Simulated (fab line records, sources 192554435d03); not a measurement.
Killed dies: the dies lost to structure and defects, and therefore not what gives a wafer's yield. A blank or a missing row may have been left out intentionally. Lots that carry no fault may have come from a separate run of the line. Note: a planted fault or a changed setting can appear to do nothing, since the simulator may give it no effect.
Matching of chambers	flow n5 finfet	N5_GATE_CUT_DESCUM_18 on rie diel-05 has 4 sister chambers
The step chemistry O2, time 7 s. 4 wafers are shown with their chamber, then 12 later ones without.

WAFERS PAIRED WITH THEIR CHAMBERS
wafer	chamber	showerhead plenum p Torr (Torr)
L089.3	0	2.16
L090.1	2	2.03
L090.4	1	2.05
L090.6	3	2.08

WAFERS WITHOUT THEIR CHAMBER
wafer	showerhead plenum p Torr (Torr)
L093.1	2.05
L093.4	2.08
L093.5	2.05
L094.2	2.08
L094.5	2.05
L094.6	2.16
L096.4	2.03
L096.5	2.16
L096.6	2.05
L097.1	2.05
L097.2	2.02
L097.5	2.16

WHICH CHAMBER EACH WENT THROUGH
wafer	from the rows above	in truth
L093.1	1	1
L093.4	3	3
L093.5	1	1
L094.2	3	3
L094.5	1	1
L094.6	0	0
L096.4	2	2
L096.5	0	0
L096.6	1	1
L097.1	1	1
L097.2	2	2
L097.5	0	0
Placed correctly: 12 of 12. Left unplaced by these rows: 0. Wrongly placed: 0.
How it was worked out, from the rows above alone: a wafer's distance from a chamber is the root of the sum, over the readings, of the square of ((its reading less the chamber's mean) divided by the reading's scatter). If the next closest chamber is less than 2 further off than the closest, the wafer can't be placed; otherwise it belongs to the closest. A chamber's mean is the mean of its shown wafers. The scatter: with one shown wafer a chamber, the root of the mean of the squares of how far each hidden wafer lies from its nearest shown one.
